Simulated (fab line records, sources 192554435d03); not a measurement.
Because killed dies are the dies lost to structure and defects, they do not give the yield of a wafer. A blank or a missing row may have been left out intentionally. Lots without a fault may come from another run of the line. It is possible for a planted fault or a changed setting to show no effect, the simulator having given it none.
Which tool is to blame? :: flow n5Finfet :: at 1 step of a route of 1938, 11 lots with 33 wafers sampled

== WHAT EACH GAUGE READ, for each wafer ==
N5_BEOL_M12_INSPECT_30: inspects for defects (macro). Usual: rawDefectCount at 1.9, with a standard deviation of 1.4.
lot: L493
measured: day 10 04:13
on: defectInspect-01
rawDefectCount: 1 0 2
flag: 

lot: L495
measured: day 10 20:31
on: defectInspect-02
rawDefectCount: 1 2 2
flag: 

lot: L498
measured: day 11 05:41
on: defectInspect-01
rawDefectCount: 2 3 0
flag: 

lot: L496
measured: day 11 05:50
on: defectInspect-01
rawDefectCount: 1 2 2
flag: 

lot: L497
measured: day 11 06:23
on: defectInspect-02
rawDefectCount: 5 3 3
flag: 

lot: L500
measured: day 11 23:26
on: defectInspect-02
rawDefectCount: 2 5 2
flag: 

lot: L505
measured: day 13 11:00
on: defectInspect-02
rawDefectCount: 2 2 1
flag: 

lot: L512
measured: day 14 20:44
on: defectInspect-02
rawDefectCount: 2 1 2
flag: 

lot: L511
measured: day 15 00:17
on: defectInspect-02
rawDefectCount: 1 0 2
flag: 

lot: L513
measured: day 15 14:47
on: defectInspect-01
rawDefectCount: 1 1 1
flag: 

lot: L515
measured: day 16 01:24
on: defectInspect-02
rawDefectCount: 1 1 3
flag: 

== TOOL THAT RAN EACH LOT (tool first, then ch and the chambers of the sampled wafers, then the start) ==
The record holds no process step before these readings.

== WHAT THE TOOLS THEMSELVES READ (means of the sampled wafers that have a number; where no wafer has one, the mark that the record gives instead) ==
The record holds no such reading with a usual standard deviation.

== THE ANSWER, worked out from the rows above alone ==
Rule: lot off if the mean of its wafers having a number is beyond 3 standard deviations from the usual mean. Also off: a lot with no number at a reading for which 4 or more lots have one. Any other lot the step has rows for is counted as sound. Order of review: gauges by route order, followed by the tools' own readings, for which a lot's mean as printed above is used. At the first step where some lot is off, the reading lying furthest off is the one used; lots without a number count as furthest.
No lot is off at any reading shown: from this, nothing can be told.

== WHAT THE SIMULATOR PUT IN ==
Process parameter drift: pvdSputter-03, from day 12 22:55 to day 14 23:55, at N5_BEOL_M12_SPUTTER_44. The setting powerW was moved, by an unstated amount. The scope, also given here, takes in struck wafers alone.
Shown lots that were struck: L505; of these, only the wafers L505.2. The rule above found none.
